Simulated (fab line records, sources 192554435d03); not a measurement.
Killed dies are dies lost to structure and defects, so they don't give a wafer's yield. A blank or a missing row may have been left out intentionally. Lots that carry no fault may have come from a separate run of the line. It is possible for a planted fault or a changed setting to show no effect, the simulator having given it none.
3 desks, one fault || flow n5_finfet || only its own numbers are on each desk; what lay behind them is given at the end

== THE DEFECT DESK ==
Lot by lot, what the route's inspections counted, given as the mean of those sampled wafers with a number. If a lot's mean is further than 4 standard deviations from the usual mean, the lot is out of limits and carries the mark OUT (the distance appears in the brackets).
Columns: A = raw_defect_count at N5_BEOL_M15_INSPECT_55, usual 69
{"lot": "L504", "first seen here": "day 11 21:13", "A": 63}
{"lot": "L505", "first seen here": "day 12 02:08", "A": 57}
{"lot": "L507", "first seen here": "day 12 16:44", "A": 73}
{"lot": "L506", "first seen here": "day 12 17:35", "A": 53}
{"lot": "L511", "first seen here": "day 13 03:44", "A": 79}
{"lot": "L512", "first seen here": "day 13 16:46", "A": 57}
{"lot": "L514", "first seen here": "day 14 04:07", "A": 62}
{"lot": "L515", "first seen here": "day 14 12:13", "A": 45}
{"lot": "L516", "first seen here": "day 14 14:37", "A": 84}
{"lot": "L520", "first seen here": "day 15 09:15", "A": 102}
{"lot": "L521", "first seen here": "day 16 07:08", "A": 84}
This desk found nothing out of limits on any of the 11 lots.

== FROM THE METROLOGY DESK ==
Means of the sampled wafers that have a number, per lot and without regard to the tool the lot ran on: this is what the gauges read. If a lot's mean is further than 4 standard deviations from the usual mean, the lot is out of limits and carries the mark OUT (the distance appears in the brackets).
Columns: A = M15_RS at N5_BEOL_M15_RS_MEAS_54, usual 0.0216 ohm/sq; B = MIM_TOP_OVL at N5_MIM_TOP_LITHO_OVL_MEAS_11, usual -1 nm; C = cd_nm at N5_PASSIVATION_CD_MEAS_10, usual 2999.4 nm
{"lot": "L504", "first seen here": "day 11 21:11", "A": 0.0218, "B": -8, "C": 3000.8}
{"lot": "L505", "first seen here": "day 12 02:07", "A": 0.0212, "B": 0, "C": 2998.4}
{"lot": "L507", "first seen here": "day 12 16:43", "A": 0.0217, "B": -2, "C": 2997.1}
{"lot": "L506", "first seen here": "day 12 17:34", "A": 0.0218, "B": 8, "C": 3000.0}
{"lot": "L511", "first seen here": "day 13 03:43", "A": 0.0216, "B": 2, "C": 2999.9}
{"lot": "L512", "first seen here": "day 13 16:44", "A": 0.0217, "B": -4, "C": "3007.3 (+4.6) OUT"}
{"lot": "L514", "first seen here": "day 14 04:05", "A": 0.0213, "B": 2, "C": 2999.7}
{"lot": "L515", "first seen here": "day 14 12:11", "A": 0.0214, "B": -8, "C": "3009.6 (+6.0) OUT"}
{"lot": "L516", "first seen here": "day 14 14:35", "A": 0.0212, "B": -2, "C": "3006.6 (+4.2) OUT"}
{"lot": "L520", "first seen here": "day 15 09:14", "A": 0.0218, "B": 3, "C": 2999.1}
{"lot": "L521", "first seen here": "day 16 07:06", "A": 0.0216, "B": 5, "C": 3000.4}
This desk's finding: out of limits on L512, L515, L516; first on L512, day 13 23:21 (cd_nm at N5_PASSIVATION_CD_MEAS_10). In limits: L504, L505, L507, L506, L511, L514, L520, L521.

== THE TOOL OWNER'S DESK: krf_scanner-02 ==
The tool's own readings at N5_PASSIVATION_EXPOSE_07 (exposes mask TV, defocus 0 nm, target cd 3000 nm): means of the sampled wafers that have a number, for each lot that ran on this tool. If a lot's mean is further than 4 standard deviations from the usual mean, the lot is out of limits and carries the mark OUT (the distance appears in the brackets).
Columns: A = exposure_dose_mJ_cm2 at N5_PASSIVATION_EXPOSE_07, usual 22.744; B = stage_vel_mm_s at N5_PASSIVATION_EXPOSE_07, usual 500.00 mm/s
{"lot": "L507", "first seen here": "day 13 01:57", "A": 22.734, "B": 500.38}
{"lot": "L506", "first seen here": "day 13 03:42", "A": 22.717, "B": 499.67}
{"lot": "L511", "first seen here": "day 13 10:52", "A": 22.774, "B": 499.82}
{"lot": "L512", "first seen here": "day 13 23:11", "A": "23.731 (+45) OUT", "B": 499.88}
{"lot": "L515", "first seen here": "day 14 18:51", "A": "23.731 (+45) OUT", "B": 499.98}
{"lot": "L516", "first seen here": "day 15 04:08", "A": "23.713 (+44) OUT", "B": 500.18}
This desk's finding: out of limits on L512, L515, L516; first on L512, day 13 23:11 (exposure_dose_mJ_cm2 at N5_PASSIVATION_EXPOSE_07). In limits: L507, L506, L511.

== PUT TOGETHER ==
An alarm could have come from the tool owner's desk at day 13 23:11, on L512, L515, L516.
On L512, L515, L516, the metrology desk was in a position to raise an alarm at day 13 23:21.
Nothing the defect desk looked at was out of limits.
The defect desk has L512, L515, L516 on record, within its limits.
All the named lots went through N5_PASSIVATION_EXPOSE_07 on krf_scanner-02.

== WHAT HAD BEEN PUT IN BY THE SIMULATOR ==
Process parameters drifting: krf_scanner-02 at N5_PASSIVATION_EXPOSE_07, beginning at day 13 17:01. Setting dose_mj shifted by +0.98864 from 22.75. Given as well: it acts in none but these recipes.
Lots struck among those shown: L512, L515, L516.
Fault start to first reading out of limits, in hours, per desk: tool owner, 6; metrology, 6.
